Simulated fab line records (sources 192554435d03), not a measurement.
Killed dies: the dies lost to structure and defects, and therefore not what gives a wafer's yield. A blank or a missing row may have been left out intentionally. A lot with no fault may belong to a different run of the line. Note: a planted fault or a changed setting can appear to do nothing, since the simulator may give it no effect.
Chamber matching    flow n5Finfet    N5_BEOL_M10_ETCH_62 on rieDiel-02 has 4 sister chambers
The step etches SOC in N2/H2, target depth 110 nm, overetch 22 nm, time 165 s. 4 wafers are shown with their chamber, then 9 later ones without.

== WAFERS, EACH WITH ITS CHAMBER ==
wafer   chamber  throttleValvePct (%)
L088.5  1        17.53
L089.3  3        17.64
L089.4  0        18.18
L089.5  2        18.10

== WAFERS WITHOUT THEIR CHAMBER ==
wafer   throttleValvePct (%)
L091.1  17.55
L091.3  18.10
L091.4  17.53
L093.1  18.21
L093.2  17.65
L093.3  17.56
L095.2  17.56
L095.4  18.20
L095.5  17.56

== CHAMBER TAKEN BY EACH ==
wafer   from the rows above  in truth
L091.1  1                    1
L091.3  2                    2
L091.4  1                    1
L093.1  0                    0
L093.2  3                    3
L093.3  1                    1
L095.2  1                    1
L095.4  0                    0
L095.5  1                    1
Placed correctly: 9 of 9. Left unplaced by these rows: 0. Number placed wrongly: 0.
How it was worked out, from the rows above alone: a wafer's distance from a chamber is the root of the sum, over the readings, of the square of ((its reading less the chamber's mean) divided by the reading's scatter). If the next closest chamber is less than 2 further off than the closest, the wafer can't be placed; otherwise it belongs to the closest. For every chamber, the mean is computed from those of its wafers that are shown. The scatter (one wafer shown for each chamber): square how far every hidden wafer sits from the nearest shown wafer, average those squares and take the square root.
